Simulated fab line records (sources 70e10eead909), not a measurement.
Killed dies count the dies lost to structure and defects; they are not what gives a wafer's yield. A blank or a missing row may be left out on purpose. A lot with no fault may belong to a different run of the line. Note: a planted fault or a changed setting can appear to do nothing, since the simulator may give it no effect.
Chamber matching	flow nand-harc	NHARC_P_M1_CMP_23 on cmp-01: 4 sister chambers
The step polishes, t overpolish 20 s, target thk 157.82 nm. 18 wafers are shown with their chamber, then 9 later ones without.

WAFERS WITH THEIR CHAMBER
wafer	chamber	motor-current-A (A)	time-to-endpoint-s (s)
L077.1	1	12.4	28.9
L077.4	2	12.0	23.6
L077.5	0	11.5	30.8
L078.3	3	11.7	28.0
L078.5	3	12.4	28.1
L078.6	0	10.9	28.8
L082.1	2	12.0	28.2
L082.2	1	12.1	32.3
L082.3	0	11.4	34.1
L085.2	1	11.9	30.4
L085.3	3	11.7	27.3
L085.6	2	12.4	24.9
L089.1	2	12.3	28.6
L089.2	3	12.7	30.7
L089.4	0	11.5	34.5
L093.1	1	12.2	30.4
L093.4	0	11.5	33.7
L093.5	1	12.1	32.3

SIGNATURES (means of the wafers above)
reading	chamber 0	chamber 1	chamber 2	chamber 3	scatter within a chamber
motor-current-A	11.360	12.140	12.175	12.125	0.305
time-to-endpoint-s	32.380	30.860	26.325	28.525	2.03
Rule: for each reading, subtract the chamber's mean from the wafer's reading, divide by that reading's scatter and square the result; add these up over the readings and take the root, which gives the wafer's distance from the chamber. The wafer belongs to the nearest chamber; if the next one is less than 2 further off, it can't be placed. How the scatter is found: for the shown wafers, subtract from each reading the mean of its chamber, square and add these, divide the total by (wafers less chambers), then take the root.

WAFERS WHOSE CHAMBER IS MISSING
wafer	motor-current-A (A)	time-to-endpoint-s (s)
L093.2	11.6	26.1
L093.3	12.1	27.7
L093.6	12.4	28.7
L095.2	11.9	31.4
L095.4	10.5	35.0
L095.6	11.9	25.2
L097.1	11.8	21.7
L097.2	11.7	29.4
L097.6	11.5	29.1

EACH ONE'S CHAMBER
wafer	from the rows above	in truth
L093.2	can't be placed: 2 or 3 or 1 or 0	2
L093.3	can't be placed: 3 or 2 or 1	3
L093.6	can't be placed: 3 or 1 or 2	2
L095.2	can't be placed: 1 or 3 or 0 or 2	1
L095.4	0	0
L095.6	can't be placed: 2 or 3 or 1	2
L097.1	can't be placed: 2 or 3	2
L097.2	can't be placed: 3 or 1 or 0 or 2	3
L097.6	can't be placed: 0 or 3 or 1 or 2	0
Correctly placed: 1 of 9. Not placeable from these rows: 8 (in 8, the candidates include the true chamber). Number placed wrongly: 0.
